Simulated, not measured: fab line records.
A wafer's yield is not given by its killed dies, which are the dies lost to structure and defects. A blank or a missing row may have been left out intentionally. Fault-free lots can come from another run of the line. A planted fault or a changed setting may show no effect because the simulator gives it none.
A lot that was struck, set against a sound lot    flow nand-harc    14 out of 1302 route steps
Sound: wafers L625.1, L625.3, L625.4. Wafers L629.3, L629.5, L629.6 were the ones struck. The cause is given at the end.
For every step that has rows: the tool of each side, followed by ch and its chambers, followed by its first start. Under that, the readings that differ: sound wafers    struck wafers    difference of the means    sigmas: that difference in standard deviations of wafers without a fault.
alike: a reading whose means differ by less than 2 such deviations, as well as words and numbers matching on both sides. not compared: withheld readings; readings where some wafer has no value; bounds like >300 that might hide an equal value; numbers whose values overlap and for which the record gives no deviation.
A row with sigmas, a row that says differs or no value, or rows on one side alone: a step with any of these is where the two part. When numbers do not overlap yet have no deviation, they are printed without sigmas and do not part them. A reading that every wafer of one side lacks parts them only if that side has two wafers or more.

first, 1 step without rows for these wafers: NHARC_A_STAIRCASE_TRIM_220 (chemistry O2, time 211.2 s).
NHARC_A_STAIRCASE_ETCH_221: etches the open film in C4F8/O2, target depth 100 nm, time 40.5 s.
  sound: rie-diel-11 ch 0,2,3; struck: rie-diel-04 ch 0,1,2
  alike: chamber-pressure-mTorr, oes-product-au, rf-fwd-power-W, rf-vpp-V
  not compared: rf-hours-counter-h
NHARC_A_STAIRCASE_TRIM_222: chemistry O2, time 211.2 s.
  sound: rie-diel-11 ch 0,1,2; struck: rie-diel-04 ch 0,1,3
  alike: chamber-pressure-mTorr, drypump-motor-current-A, oes-product-au, rf-vpp-V, showerhead-plenum-p-Torr, throttle-valve-pct
  not compared: rf-hours-counter-h
NHARC_A_STAIRCASE_ETCH_223: etches the open film in C4F8/O2, target depth 100 nm, time 40.5 s.
  sound: rie-diel-11 ch 1,2,3; struck: rie-diel-04 ch 2,3
  alike: chamber-pressure-mTorr, oes-product-au, rf-fwd-power-W, rf-vpp-V
  not compared: rf-hours-counter-h
NHARC_A_STAIRCASE_TRIM_224: chemistry O2, time 211.2 s.
  sound: rie-diel-11 ch 0,1,2; struck: rie-diel-04 ch 2,3
reading                sound              struck             difference  sigmas
oes-product-au (a.u.)  1.005 0.984 0.996  1.027 1.035 1.005  +0.027      +2
  alike: chamber-pressure-mTorr, drypump-motor-current-A, rf-vpp-V, showerhead-plenum-p-Torr, throttle-valve-pct
  not compared: rf-hours-counter-h
then, 5 steps without rows for these wafers: NHARC_A_STAIRCASE_ETCH_225 (etches the open film in C4F8/O2, target depth 100 nm, time 40.5 s); NHARC_A_STAIRCASE_TRIM_226 (chemistry O2, time 211.2 s); NHARC_A_STAIRCASE_ETCH_227 (etches the open film in C4F8/O2, target depth 100 nm, time 40.5 s); NHARC_A_STAIRCASE_TRIM_229 (chemistry O2, time 211.2 s); NHARC_A_STAIRCASE_ETCH_230 (etches the open film in C4F8/O2, target depth 100 nm, time 40.5 s).
NHARC_A_STAIRCASE_TRIM_231: chemistry O2, time 211.2 s.
  sound: rie-diel-04 ch 1,2,3; struck: rie-diel-04 ch 0,3
  alike: chamber-pressure-mTorr, drypump-motor-current-A, oes-product-au, rf-vpp-V, showerhead-plenum-p-Torr, throttle-valve-pct
  not compared: rf-hours-counter-h
NHARC_A_STAIRCASE_ETCH_232: etches the open film in C4F8/O2, target depth 100 nm, time 40.5 s.
  sound on rie-diel-04 ch 0,1,2, day 20 15:10; struck on rie-diel-04 ch 0,1, day 21 08:26
reading                sound              struck             difference  sigmas
oes-product-au (a.u.)  0.938 0.915 0.925  1.009 1.013 1.033  +0.092      +7
rf-fwd-power-W (W)     594.6 592.6 585.6  690.7 690.6 685.5  +98.0       +38
  alike: chamber-pressure-mTorr, rf-vpp-V
  not compared: rf-hours-counter-h
then, 1 step without rows for these wafers: NHARC_A_STAIRCASE_TRIM_233 (chemistry O2, time 211.2 s).
-- break in the record here, with 9 days between the starts of the struck wafers on either side (left off in module A_STAIRCASE, picked up again in module END, where the first step shown is number 1302 on the route) --
NHARC_END_SORT_01:
  sound on prober-01 ch 0, day 28 19:53; struck on prober-02 ch 0, day 30 03:58
  alike: killed-at-array, killed-at-other, killed-at-periphery, killed-dies, killed-open, killed-short

== WHERE THEY PART ==
Earliest at NHARC_A_STAIRCASE_TRIM_224; latest, in this record, at NHARC_A_STAIRCASE_ETCH_232. Later steps at which nothing parts them and some readings are alike: NHARC_END_SORT_01.

WHY: what the simulator had put in
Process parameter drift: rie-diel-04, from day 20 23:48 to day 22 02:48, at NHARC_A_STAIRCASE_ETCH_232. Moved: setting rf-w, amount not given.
